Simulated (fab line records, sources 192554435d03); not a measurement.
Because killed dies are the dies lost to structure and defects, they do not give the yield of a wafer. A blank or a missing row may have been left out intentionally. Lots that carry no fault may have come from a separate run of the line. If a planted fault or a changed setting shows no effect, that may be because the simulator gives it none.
Split-lot experiment ; flow n5Finfet ; 39 wafers read across 7 lots, on a route 1938 steps long

== ABOUT THE SPLIT ==
At N5_PMOS_HMC_CHANNEL_EPI_DEVELOP_08 (develop time 30 s), the setting developTimeS was moved away from the recipe's 30 s on 15 of the 39 wafers read, by -44.6% to -18.7%. This setting was run at the recipe's value on the other wafers.

There is no step in the file separating the split from the reading.

== THE READING ==
cdNm at N5_PMOS_HMC_CHANNEL_EPI_CD_MEAS_09, given in nm (cd target 237.4 nm). On this fab line, fault-free wafers typically give 237.3 nm with a standard deviation of 1 nm.

wafer;tool, chamber at the split;developTimeS as run, s;against the recipe;cdNm, nm;against lot-mates on the recipe
L079.1;lithoTrack-04, 0;18.49;-38.4%;234.4;-4.5
L079.2;lithoTrack-04, 0;30;recipe;239.0;-
L079.3;lithoTrack-04, 0;30;recipe;239.1;-
L079.4;lithoTrack-04, 0;30;recipe;238.5;-
L079.5;lithoTrack-04, 0;18.49;-38.4%;235.4;-3.5
L079.6;lithoTrack-04, 0;18.49;-38.4%;234.3;-4.6
L083.1;lithoTrack-01, 0;30;recipe;237.5;-
L083.2;lithoTrack-01, 0;30;recipe;237.9;-
L083.3;lithoTrack-01, 0;30;recipe;237.2;-
L083.4;lithoTrack-01, 0;30;recipe;238.3;-
L083.5;lithoTrack-01, 0;30;recipe;236.6;-
L083.6;lithoTrack-01, 0;30;recipe;236.7;-
L085.1;lithoTrack-04, 0;30;recipe;234.9;-
L085.2;lithoTrack-04, 0;30;recipe;237.1;-
L085.3;lithoTrack-04, 0;16.63;-44.6%;233.7;-2.8
L085.4;lithoTrack-04, 0;16.63;-44.6%;233.2;-3.3
L085.5;lithoTrack-04, 0;16.63;-44.6%;232.2;-4.3
L085.6;lithoTrack-04, 0;30;recipe;237.6;-
L089.1;lithoTrack-04, 0;30;recipe;237.7;-
L089.2;lithoTrack-04, 0;24.39;-18.7%;236.7;-0.5
L089.3;lithoTrack-04, 0;24.39;-18.7%;236.0;-1.2
L089.4;lithoTrack-04, 0;24.39;-18.7%;236.5;-0.7
L089.5;lithoTrack-04, 0;30;recipe;236.2;-
L089.6;lithoTrack-04, 0;30;recipe;237.7;-
L094.1;lithoTrack-04, 0;17;-43.3%;231.9;-5.0
L094.2;lithoTrack-04, 0;17;-43.3%;234.5;-2.4
L094.3;lithoTrack-04, 0;30;recipe;236.5;-
L094.4;lithoTrack-04, 0;30;recipe;237.0;-
L094.5;lithoTrack-04, 0;17;-43.3%;233.0;-3.9
L094.6;lithoTrack-04, 0;30;recipe;237.2;-
L095.1;lithoTrack-04, 0;30;recipe;238.3;-
L095.2;lithoTrack-04, 0;20.87;-30.4%;236.8;-1.5
L095.3;lithoTrack-04, 0;20.87;-30.4%;234.5;-3.8
L095.4;lithoTrack-04, 0;20.87;-30.4%;236.8;-1.5
L095.5;lithoTrack-04, 0;30;recipe;238.6;-
L095.6;lithoTrack-04, 0;30;recipe;237.9;-
L096.1;lithoTrack-03, 0;30;recipe;238.2;-
L096.5;lithoTrack-03, 0;30;recipe;236.4;-
L096.6;lithoTrack-03, 0;30;recipe;236.5;-

FIT RESULTS
A straight line over all 39 wafers: cdNm changes by +0.0855 nm for each +1% of developTimeS; r = +0.84; the points scatter about the line by 1 nm.
The same after taking each lot's own level away (the mean of its wafers on the recipe; 39 wafers): +0.0864 nm for each +1%; r = +0.89; scatter 0.82 nm.
That fit puts the effect of the largest move of developTimeS on the reading at 3.9 nm.
From 236.53 to 238.87 nm: that is the span of the lots' own levels, equal to 2.3 times the standard deviation above.
The two slopes agree, so the slope changes little with the lot-to-lot level.
Check: with one of the wafers moved furthest among these (-44.6%) left out of the fit, the line predicts -3.91 nm for it against its lot-mates. It came out at -2.83 nm against them.

== THE WHOLE CHAIN: every reading that the file lists as answering this split, in the file's order ==
step;what it does;reading;change (the file's fit);r (the file's)
N5_PMOS_HMC_CHANNEL_EPI_CD_MEAS_09;target cd 237.4 nm;cdNm;+0.0846 nm for each +1% of the setting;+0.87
N5_PMOS_HMC_CHANNEL_EPI_DESCUM_14;chemistry O2, time 7.9 s;PMOS_HMC_CHANNEL_EPI.cdNm (the simulator's own value, which no gauge read);+0.0853 nm for each +1% of the setting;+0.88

== FILE'S OWN FIT ==
cdNm changes by +0.0846 nm for each +1% of developTimeS, r = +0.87.
